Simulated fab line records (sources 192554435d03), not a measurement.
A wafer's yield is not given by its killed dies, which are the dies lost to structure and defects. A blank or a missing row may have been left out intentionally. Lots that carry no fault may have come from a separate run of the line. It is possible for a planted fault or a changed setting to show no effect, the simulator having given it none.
Chamber matching + flow n5_finfet + N5_FIN_CUT_CUT_ETCH_15 on rie_si-06: 4 sister chambers
The step etches Si in HBr/Cl2/O2, target depth 100 nm, bt time 10 s, time 42.4 s. 14 wafers are shown with their chamber, then 7 later ones without.

EACH WAFER AND ITS CHAMBER
| wafer  | chamber | drypump_motor_current_A (A) | throttle_valve_pct (%) | oes_product_au (a.u.) |
|--------|---------|-----------------------------|------------------------|-----------------------|
| L074.1 | 3       | 6.3                         | 36.9                   | 0.981                 |
| L074.4 | 2       | 6.2                         | 36.3                   | 0.994                 |
| L074.6 | 3       | 6.3                         | 36.9                   | 0.987                 |
| L077.2 | 3       | 6.3                         | 36.8                   | 0.985                 |
| L077.4 | 1       | 6.2                         | 37.0                   | 1.008                 |
| L077.6 | 1       | 6.2                         | 37.1                   | 1.007                 |
| L079.1 | 2       | 6.1                         | 36.3                   | 0.982                 |
| L079.5 | 1       | 6.2                         | 37.0                   | 1.003                 |
| L079.6 | 0       | 5.2                         | 37.2                   | 1.028                 |
| L080.1 | 1       | 6.1                         | 37.0                   | 1.016                 |
| L080.3 | 2       | 6.1                         | 36.3                   | 0.988                 |
| L080.5 | 0       | 5.2                         | 37.2                   | 1.024                 |
| L083.1 | 1       | 6.2                         | 37.0                   | 1.011                 |
| L083.5 | 2       | 6.2                         | 36.3                   | 0.990                 |

SIGNATURES, as means of the wafers listed above
| reading                 | chamber 0 | chamber 1 | chamber 2 | chamber 3 | scatter within a chamber |
|-------------------------|-----------|-----------|-----------|-----------|--------------------------|
| drypump_motor_current_A | 5.200     | 6.180     | 6.150     | 6.300     | 0.0424                   |
| throttle_valve_pct      | 37.200    | 37.020    | 36.300    | 36.867    | 0.0383                   |
| oes_product_au          | 1.02600   | 1.00900   | 0.98850   | 0.98433   | 0.00442                  |
Rule: for each reading, subtract the chamber's mean from the wafer's reading, divide by that reading's scatter and square the result; add these up over the readings and take the root, which gives the wafer's distance from the chamber. If the next closest chamber is less than 2 further off than the closest, the wafer can't be placed; otherwise it belongs to the closest. The scatter is the square root of a quotient: the sum, over the shown wafers, of each reading's squared deviation from its chamber's mean, divided by wafers minus chambers.

WAFERS WITHOUT THEIR CHAMBER
| wafer  | drypump_motor_current_A (A) | throttle_valve_pct (%) | oes_product_au (a.u.) |
|--------|-----------------------------|------------------------|-----------------------|
| L083.6 | 6.1                         | 37.0                   | 1.009                 |
| L085.1 | 6.1                         | 36.3                   | 0.998                 |
| L085.3 | 5.2                         | 37.2                   | 1.024                 |
| L085.5 | 6.1                         | 36.3                   | 0.984                 |
| L090.3 | 6.1                         | 36.3                   | 0.983                 |
| L090.4 | 6.3                         | 36.8                   | 0.979                 |
| L090.6 | 6.3                         | 36.8                   | 0.992                 |

WHICH CHAMBER EACH ONE RAN IN
| wafer  | from the rows above | in truth |
|--------|---------------------|----------|
| L083.6 | 1                   | 1        |
| L085.1 | 2                   | 2        |
| L085.3 | 0                   | 0        |
| L085.5 | 2                   | 2        |
| L090.3 | 2                   | 2        |
| L090.4 | 3                   | 3        |
| L090.6 | 3                   | 3        |
Placed correctly: 7 of 7. Left unplaced by these rows: 0. Placed wrongly: 0.
